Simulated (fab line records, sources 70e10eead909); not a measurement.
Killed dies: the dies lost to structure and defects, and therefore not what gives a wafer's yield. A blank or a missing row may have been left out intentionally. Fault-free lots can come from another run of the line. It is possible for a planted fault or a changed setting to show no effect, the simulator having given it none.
Matching of chambers :: flow nand-harc :: NHARC_A_ONON_D1_DEP_33 on pecvd-04: 3 sister chambers
The step deposits SiO2, target thk 200 nm. 6 wafers are shown with their chamber, then 7 later ones without.

## WAFERS, EACH WITH ITS CHAMBER
wafer: L299.5
chamber: 1
throttle-valve-pct (%): 15.9
heater-power-w (W): 517

wafer: L301.2
chamber: 0
throttle-valve-pct (%): 15.5
heater-power-w (W): 693

wafer: L301.5
chamber: 2
throttle-valve-pct (%): 15.7
heater-power-w (W): 448

wafer: L301.6
chamber: 1
throttle-valve-pct (%): 16.2
heater-power-w (W): 549

wafer: L305.1
chamber: 2
throttle-valve-pct (%): 15.6
heater-power-w (W): 474

wafer: L305.2
chamber: 0
throttle-valve-pct (%): 15.4
heater-power-w (W): 693

## WAFERS WITH NO CHAMBER GIVEN
wafer: L305.4
throttle-valve-pct (%): 15.6
heater-power-w (W): 499

wafer: L307.1
throttle-valve-pct (%): 15.5
heater-power-w (W): 581

wafer: L307.3
throttle-valve-pct (%): 15.7
heater-power-w (W): 651

wafer: L307.5
throttle-valve-pct (%): 15.7
heater-power-w (W): 656

wafer: L310.1
throttle-valve-pct (%): 15.5
heater-power-w (W): 564

wafer: L310.2
throttle-valve-pct (%): 16.5
heater-power-w (W): 446

wafer: L310.3
throttle-valve-pct (%): 15.5
heater-power-w (W): 603

## THE CHAMBER EACH PASSED THROUGH
wafer: L305.4
from the rows above: can't be placed: 2 or 1
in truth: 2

wafer: L307.1
from the rows above: can't be placed: 1 or 0
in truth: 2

wafer: L307.3
from the rows above: 0
in truth: 0

wafer: L307.5
from the rows above: 0
in truth: 0

wafer: L310.1
from the rows above: can't be placed: 1 or 2
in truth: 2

wafer: L310.2
from the rows above: can't be placed: 1 or 2
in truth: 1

wafer: L310.3
from the rows above: can't be placed: 0 or 1
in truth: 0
Placed correctly: 2 of 7. Unplaceable from these rows: 5, with the true chamber sitting among the candidates in 4. Placed wrongly: 0.
How it was worked out, from the rows above alone: a wafer's distance from a chamber is the root of the sum, over the readings, of the square of ((its reading less the chamber's mean) divided by the reading's scatter). If the next closest chamber is less than 2 further off than the closest, the wafer can't be placed; otherwise it belongs to the closest. The mean given for a chamber averages the wafers shown for that chamber. The scatter is the square root of a quotient: the sum, over the shown wafers, of each reading's squared deviation from its chamber's mean, divided by wafers minus chambers.
